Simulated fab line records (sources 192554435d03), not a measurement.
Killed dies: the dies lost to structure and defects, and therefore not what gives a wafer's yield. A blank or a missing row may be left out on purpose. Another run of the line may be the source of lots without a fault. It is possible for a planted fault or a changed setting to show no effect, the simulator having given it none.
Chamber matching + flow n5_finfet + N5_BEOL_M1_PRE_CLEAN_60 on cvd_co-01 has 3 sister chambers
The step time 15 s. 22 wafers are shown with their chamber, then 11 later ones without.

== WAFERS WITH THEIR CHAMBER ==
| wafer  | chamber | heater_power_w (W) |
|--------|---------|--------------------|
| L076.2 | 2       | 70                 |
| L076.3 | 1       | 93                 |
| L076.5 | 2       | 69                 |
| L078.2 | 0       | 81                 |
| L078.4 | 1       | 95                 |
| L078.6 | 0       | 80                 |
| L080.1 | 2       | 67                 |
| L080.3 | 0       | 84                 |
| L080.5 | 2       | 68                 |
| L082.2 | 1       | 95                 |
| L082.3 | 0       | 83                 |
| L082.5 | 0       | 83                 |
| L086.1 | 0       | 83                 |
| L086.4 | 2       | 69                 |
| L086.6 | 0       | 83                 |
| L089.4 | 0       | 82                 |
| L089.5 | 1       | 92                 |
| L089.6 | 2       | 70                 |
| L090.1 | 0       | 82                 |
| L090.2 | 1       | 94                 |
| L090.6 | 2       | 71                 |
| L091.1 | 2       | 70                 |

SIGNATURES, as means of the wafers listed above
| reading        | chamber 0 | chamber 1 | chamber 2 | scatter within a chamber |
|----------------|-----------|-----------|-----------|--------------------------|
| heater_power_w | 82.33     | 93.80     | 69.25     | 1.26                     |
Rule: a wafer lies at a distance from a chamber equal to the root of the sum of squares, over the readings, of (its reading less the chamber's mean, divided by the reading's scatter). The wafer belongs to the nearest chamber; if the next one is less than 2 further off, it can't be placed. The scatter is the square root of a quotient: the sum, over the shown wafers, of each reading's squared deviation from its chamber's mean, divided by wafers minus chambers.

== WAFERS WITH NO CHAMBER GIVEN ==
| wafer  | heater_power_w (W) |
|--------|--------------------|
| L091.3 | 82                 |
| L091.5 | 83                 |
| L092.1 | 71                 |
| L092.2 | 97                 |
| L092.6 | 84                 |
| L094.1 | 94                 |
| L094.5 | 84                 |
| L094.6 | 94                 |
| L097.1 | 95                 |
| L097.3 | 84                 |
| L097.5 | 95                 |

== CHAMBER TAKEN BY EACH ==
| wafer  | from the rows above | in truth |
|--------|---------------------|----------|
| L091.3 | 0                   | 0        |
| L091.5 | 0                   | 0        |
| L092.1 | 2                   | 2        |
| L092.2 | 1                   | 1        |
| L092.6 | 0                   | 0        |
| L094.1 | 1                   | 1        |
| L094.5 | 0                   | 0        |
| L094.6 | 1                   | 1        |
| L097.1 | 1                   | 1        |
| L097.3 | 0                   | 0        |
| L097.5 | 1                   | 1        |
11 of 11 placed correctly. Not placeable from these rows: 0. Placed wrongly: 0.
